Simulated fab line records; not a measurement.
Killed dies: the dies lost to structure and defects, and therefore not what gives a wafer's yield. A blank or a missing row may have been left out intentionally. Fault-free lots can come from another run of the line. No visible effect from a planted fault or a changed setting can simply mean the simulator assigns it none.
Split-lot study + flow n5-finfet + route with 1938 steps; 7 lots, 39 wafers read

## SPLIT DETAILS
At N5_BEOL_M0_DEP_125 (deposits SiCN from 3MS/NH3, target thk 8 nm, time 14 s), the setting target-thk-a was moved away from the recipe's 80 angstrom on 15 of the 39 wafers read, by -37.8% to +31.8%. This setting was run at the recipe's value on the other wafers.

The split's own step is where the reading is taken.

## THE READING
SiCN_of_BEOL_M0_DEP_125.thk-nm (the simulator's own value, which no gauge read), in nm, at N5_BEOL_M0_DEP_125 (deposits SiCN from 3MS/NH3, target thk 8 nm, time 14 s). The file gives no usual value for it. The 24 wafers here that ran the recipe average 8.0 nm, standard deviation 0.11 nm.

| wafer  | tool, chamber at the split | target-thk-a as run, angstrom | against the recipe | SiCN_of_BEOL_M0_DEP_125.thk-nm, nm | against lot-mates on the recipe |
|--------|----------------------------|-------------------------------|--------------------|------------------------------------|---------------------------------|
| L079.1 | pecvd-04, 0,1              | 80                            | recipe             | 8                                  | -                               |
| L079.2 | pecvd-04, 0,1              | 80                            | recipe             | 8                                  | -                               |
| L079.3 | pecvd-04, 2,1              | 49.79                         | -37.8%             | 5                                  | -3.1                            |
| L079.4 | pecvd-04, 2,1              | 49.79                         | -37.8%             | 5                                  | -3.1                            |
| L079.5 | pecvd-04, 0                | 80                            | recipe             | 8.2                                | -                               |
| L079.6 | pecvd-04, 2                | 49.79                         | -37.8%             | 5.2                                | -2.9                            |
| L080.1 | pecvd-03, 0                | 57.01                         | -28.7%             | 5.6                                | -2.3                            |
| L080.5 | pecvd-03, 0                | 57.01                         | -28.7%             | 5.6                                | -2.3                            |
| L080.2 | pecvd-03, 2                | 57.01                         | -28.7%             | 5.8                                | -2.1                            |
| L080.3 | pecvd-03, 2                | 80                            | recipe             | 8                                  | -                               |
| L080.6 | pecvd-03, 2                | 80                            | recipe             | 8                                  | -                               |
| L080.4 | pecvd-03, 0                | 80                            | recipe             | 7.8                                | -                               |
| L082.1 | pecvd-04, 0,1,0,1          | 80                            | recipe             | 8                                  | -                               |
| L082.2 | pecvd-04, 0,1,0,1          | 80                            | recipe             | 8                                  | -                               |
| L082.4 | pecvd-04, 0,1,0,1          | 80                            | recipe             | 8                                  | -                               |
| L082.6 | pecvd-04, 0,1,0,1          | 80                            | recipe             | 8                                  | -                               |
| L082.3 | pecvd-04, 2                | 80                            | recipe             | 8.2                                | -                               |
| L082.5 | pecvd-04, 2                | 80                            | recipe             | 8.2                                | -                               |
| L090.3 | pecvd-03, 2,0              | 80                            | recipe             | 8                                  | -                               |
| L090.5 | pecvd-03, 2,0              | 80                            | recipe             | 8                                  | -                               |
| L090.6 | pecvd-03, 2                | 80                            | recipe             | 8.2                                | -                               |
| L091.1 | pecvd-04, 2                | 80                            | recipe             | 8.2                                | -                               |
| L091.4 | pecvd-04, 2                | 80                            | recipe             | 8.2                                | -                               |
| L091.2 | pecvd-04, 0,1              | 50.82                         | -36.5%             | 5                                  | -3.1                            |
| L091.5 | pecvd-04, 0,1              | 50.82                         | -36.5%             | 5                                  | -3.1                            |
| L091.3 | pecvd-04, 1                | 50.82                         | -36.5%             | 4.8                                | -3.3                            |
| L091.6 | pecvd-04, 0                | 80                            | recipe             | 8                                  | -                               |
| L093.1 | pecvd-04, 0                | 80                            | recipe             | 7.8                                | -                               |
| L093.2 | pecvd-04, 2                | 105.4                         | +31.8%             | 10.6                               | +2.7                            |
| L093.3 | pecvd-04, 1                | 105.4                         | +31.8%             | 10.4                               | +2.5                            |
| L093.4 | pecvd-04, 2                | 105.4                         | +31.8%             | 11                                 | +3.1                            |
| L093.5 | pecvd-04, 1,0              | 80                            | recipe             | 8                                  | -                               |
| L093.6 | pecvd-04, 1,0              | 80                            | recipe             | 8                                  | -                               |
| L096.1 | pecvd-04, 2,0,1            | 80                            | recipe             | 8                                  | -                               |
| L096.5 | pecvd-04, 2,0,1            | 80                            | recipe             | 8                                  | -                               |
| L096.6 | pecvd-04, 2,0,1            | 80                            | recipe             | 8                                  | -                               |
| L096.2 | pecvd-04, 1                | 103                           | +28.8%             | 10                                 | +2.0                            |
| L096.3 | pecvd-04, 0                | 103                           | +28.8%             | 10.2                               | +2.2                            |
| L096.4 | pecvd-04, 2                | 103                           | +28.8%             | 10.4                               | +2.4                            |
The file does not say which wafer passed through which chamber wherever a row lists several chambers: such a row stands for several wafers.

THE FIT
A straight line over all 39 wafers: SiCN_of_BEOL_M0_DEP_125.thk-nm changes by +0.0809 nm for each +1% of target-thk-a; r = +1.00; the points scatter about the line by 0.15 nm.
The same after taking each lot's own level away (the mean of its wafers on the recipe; 39 wafers): +0.0822 nm for each +1%; r = +1.00; scatter 0.15 nm.
The reading moves by 3.1 nm for the largest change in target-thk-a, on that fit.
Measured against the standard deviation above, the lots' own levels, which go from 7.93 to 8.13 nm, span 1.8 times it.
Consequently the slope shifts little with the lot-to-lot level, the two slopes agreeing.
Check: -3.11 nm against its lot-mates is what the line predicts for one of the wafers moved furthest among these (-37.8%) when that wafer is left out of the fit. Against them it came out at -3.07 nm.

## OTHER SPLITS ON THESE WAFERS
Other splits were also applied to these wafers ahead of the reading. Each is held against what the fit with the lots' levels taken away leaves over:
| other split on the same wafers      | wafers away from the commonest value | r with SiCN_of_BEOL_M0_DEP_125.thk-nm (lot level and that fit taken away) |
|-------------------------------------|--------------------------------------|---------------------------------------------------------------------------|
| N5_FIN_SAQP_HM_DEP_03 target-thk-a  | 18                                   | -0.05                                                                     |
| N5_MOL_CONTACT_COAG_PECVD_31 time-s | 15                                   | -0.19                                                                     |

## FILE'S OWN FIT
SiCN_of_BEOL_M0_DEP_125.thk-nm changes by +0.0822 nm for each +1% of target-thk-a, r = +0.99.
